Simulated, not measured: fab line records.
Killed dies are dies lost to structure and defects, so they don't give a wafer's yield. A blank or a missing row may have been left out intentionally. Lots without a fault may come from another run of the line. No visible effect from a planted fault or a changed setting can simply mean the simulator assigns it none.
Struck lot and sound lot, side by side / flow n5_finfet / 37 steps out of a route of 1938
Sound: the wafers L168.1, L168.2. Struck: wafers L188.1, L188.3, L188.5. The cause is given at the end.
Per side, at each step with rows, come the tool, then ch with its chambers, and then its first start. Under that, the readings that differ: sound wafers / struck wafers / difference of the means / sigmas: that difference in standard deviations of wafers without a fault.
alike: readings whose means differ by less than 2 such deviations, and words and numbers that are the same on both sides. not compared: withheld readings, readings that some wafer has no value for, bounds like >300 that may hide the same value, and numbers for which the record gives no deviation and whose values overlap.
The two part at a step that has a row with sigmas, a row that says differs or no value, or rows on one side only. Non-overlapping numbers with no deviation appear without sigmas and do not part them. Lack of a reading on every wafer of one side parts them only where that side has two or more wafers.

first, 11 steps without rows for these wafers: N5_BEOL_M14_ETCH_59 (etches BARC in N2/H2, target depth 89 nm, overetch 26.7 nm, time 67.9 s); N5_BEOL_M14_VIA_ETCH_16 (etches SiO2 in C4F8/O2/Ar, target depth 1231.3 nm); N5_BEOL_M14_STRIP_63 (strips in O2); N5_BEOL_M14_STRIP_64 (strips in O2); N5_BEOL_M14_STRIP_71 (strips in post etch residue remover, time 60 s); N5_BEOL_M14_SRD_72 (time 30 s, dry time 30 s); N5_BEOL_M14_COAT_65 (time 60 s, resist thk 450 nm); N5_BEOL_M14_COAT_66 (time 60 s, resist thk 110 nm); N5_BEOL_M14_COAT_22 (resist thk 300 nm); N5_BEOL_M14_EBR_24; N5_BEOL_M14_SOFTBAKE_23 (time 60 s).
N5_BEOL_M14_EXPOSE_25: exposes mask M14, target cd 280 nm.
  sound on krf_scanner-02 ch 0, day 11 23:37; struck on krf_scanner-01 ch 0, day 17 01:40
reading=exposure_dose_mJ_cm2; sound=26.61 26.58; struck=24.17 24.20 24.20; difference=-2.40; sigmas=-75
  alike: mask
then, 3 steps without rows for these wafers: N5_BEOL_M14_PEB_26 (peb time 90 s); N5_BEOL_M14_DEVELOP_27 (develop time 45 s); N5_BEOL_M14_HARDBAKE_32 (time 120 s).
N5_BEOL_M14_CD_MEAS_28 targets a cd of 284.4 nm.
  sound on cd_sem-01 ch 0, day 11 23:47; struck on cd_sem-02 ch 0, day 17 01:50
reading=cd_nm (nm); sound=285.8 284.6; struck=272.2 271.0 273.1; difference=-13.1; sigmas=-7
N5_BEOL_M14_DESCUM_33: chemistry O2, time 7.9 s.
  sound on rie_diel-04 ch 0,3, day 11 23:53; struck on rie_diel-01 ch 1,3, day 17 02:04
reading=throttle_valve_pct (%); sound=20.32 20.26; struck=20.84 20.53 20.82; difference=+0.44; sigmas=+2
reading=model.BEOL_M14.cd_nm (nm); sound=285.6 284.2; struck=272.2 270.8 273.4; difference=-12.8; sigmas=
  alike: drypump_motor_current_A, oes_product_au, rf_vpp_V, showerhead_plenum_p_Torr
  not compared: rf_hours_counter_h
then, 6 steps without rows for these wafers: N5_BEOL_M14_ETCH_67 (etches SiARC in CF4, target depth 143 nm, time 238.3 s); N5_BEOL_M14_ETCH_68 (etches SOC in N2/H2, time 450 s); N5_BEOL_M14_STRIP_69 (strips in N2/H2); N5_BEOL_M14_TRENCH_ETCH_34 (etches SiO2 in C4F8/O2/Ar, target depth 556.65 nm, time 126.9 s); N5_BEOL_M14_STRIP_70 (strips in C4F8/O2/Ar); N5_BEOL_M14_STRIP_37 (strips in O2).
N5_BEOL_M14_ETCH_38: etches SiCN in CF4/N2, target depth 106.5 nm, time 120.6 s.
  sound on rie_diel-04 ch 1,2; struck on rie_diel-04 ch 1,2,3
reading=model.BEOL_M14.cd_nm (nm); sound=279.4 281.4; struck=270.4 266.6 270.4; difference=-11.3; sigmas=
  alike: drypump_motor_current_A, oes_product_au, rf_vpp_V, showerhead_plenum_p_Torr, throttle_valve_pct
  not compared: rf_hours_counter_h
then, 12 steps without rows for these wafers: N5_BEOL_M14_PRECLEAN_39 (cleans in residue remover, time 60 s); N5_BEOL_M14_SRD_40 (time 30 s, dry time 30 s); N5_BEOL_M14_DEGAS_41 (time 60 s); N5_BEOL_M14_PRE_CLEAN_42 (time 30 s); N5_BEOL_M14_SPUTTER_43 (material TaN, target thk 15 nm, time 24.19 s); N5_BEOL_M14_SPUTTER_44 (material Ta, target thk 15 nm, time 24.19 s); N5_BEOL_M14_SPUTTER_45 (material Cu, target thk 100 nm, time 16.67 s); N5_BEOL_M14_ECD_47 (material Cu, target thk 1248 nm); N5_BEOL_M14_ANNEAL_48 (time 90 s); N5_BEOL_M14_CMP_49 (polishes, stops on SiO2, t overpolish 5.2 s, target thk 560 nm); N5_BEOL_M14_PRE_CLEAN_52 (time 15 s); N5_BEOL_M14_DEP_53 (deposits SiCN from 3MS/NH3, target thk 50 nm, time 17.8 s).
N5_BEOL_M15_RC_MEAS_101:
  sound on prober-02 ch 0, day 12 08:47; struck on prober-02 ch 0, day 17 13:59
reading=SERP_M11 (ohm/um); sound=2.81 2.94; struck=3.26 3.38 3.23; difference=+0.42; sigmas=+4
reading=SERP_M5 (ohm/um); sound=41.3 40.4; struck=36.0 34.9 35.4; difference=-5.4; sigmas=-3
  alike: COMB_M10, COMB_M10_max_site, COMB_M11, COMB_M12, COMB_M13, COMB_M13_max_site, COMB_M14, COMB_M15, COMB_M5, COMB_M6, COMB_M7, COMB_M8, COMB_M9, SERP_M10, SERP_M12, SERP_M13, SERP_M14, SERP_M14_max_site, SERP_M6, SERP_M7, SERP_M8, SERP_M9

== WHERE THEY PART ==
At N5_BEOL_M14_EXPOSE_25 first; at N5_BEOL_M15_RC_MEAS_101 last (within this record only).

WHY: what the simulator had put in
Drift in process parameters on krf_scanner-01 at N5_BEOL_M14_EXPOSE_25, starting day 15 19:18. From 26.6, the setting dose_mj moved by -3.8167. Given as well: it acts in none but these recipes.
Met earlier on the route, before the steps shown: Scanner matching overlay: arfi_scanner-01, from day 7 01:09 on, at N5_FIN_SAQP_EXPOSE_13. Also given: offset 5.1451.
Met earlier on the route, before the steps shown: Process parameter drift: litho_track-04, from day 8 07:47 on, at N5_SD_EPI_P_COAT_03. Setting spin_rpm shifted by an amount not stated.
